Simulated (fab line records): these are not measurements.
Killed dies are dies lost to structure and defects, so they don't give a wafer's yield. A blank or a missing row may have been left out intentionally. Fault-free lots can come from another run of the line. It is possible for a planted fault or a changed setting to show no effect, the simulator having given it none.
Matching of chambers ; flow n5Finfet ; aldSin-03 running N5_SPACER0_ALD_07: 4 sister chambers
The step deposits SiNx, target thk 2 nm. 8 wafers are shown with their chamber, then 7 later ones without.

== EACH WAFER AND ITS CHAMBER ==
wafer;chamber;heaterPowerW (W);chamberPressureTorr (Torr)
L074.4;1;910;2.004
L074.5;2;1049;1.995
L081.4;1;884;1.999
L082.6;0;797;2.000
L085.3;2;1032;1.995
L085.6;3;872;2.007
L088.3;0;798;1.991
L088.5;3;848;2.000

== WAFERS MISSING THEIR CHAMBER ==
wafer;heaterPowerW (W);chamberPressureTorr (Torr)
L088.6;786;2.000
L089.2;876;2.001
L089.4;809;1.996
L089.5;799;1.997
L093.3;791;2.010
L093.5;766;2.003
L093.6;883;1.996

== CHAMBER TAKEN BY EACH ==
wafer;from the rows above;in truth
L088.6;0;0
L089.2;can't be placed: 3 or 1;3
L089.4;0;0
L089.5;0;0
L093.3;can't be placed: 0 or 3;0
L093.5;0;0
L093.6;can't be placed: 1 or 3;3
Correct placement for 4 of the 7. From these rows, 3 cannot be placed; in 3 the true chamber is one of the candidates. Wrongly placed: 0.
How it was worked out, from the rows above alone: a wafer's distance from a chamber is the root of the sum, over the readings, of the square of ((its reading less the chamber's mean) divided by the reading's scatter). The wafer belongs to the nearest chamber; if the next one is less than 2 further off, it can't be placed. A chamber's mean is the mean of its shown wafers. How the scatter is found: for the shown wafers, subtract from each reading the mean of its chamber, square and add these, divide the total by (wafers less chambers), then take the root.
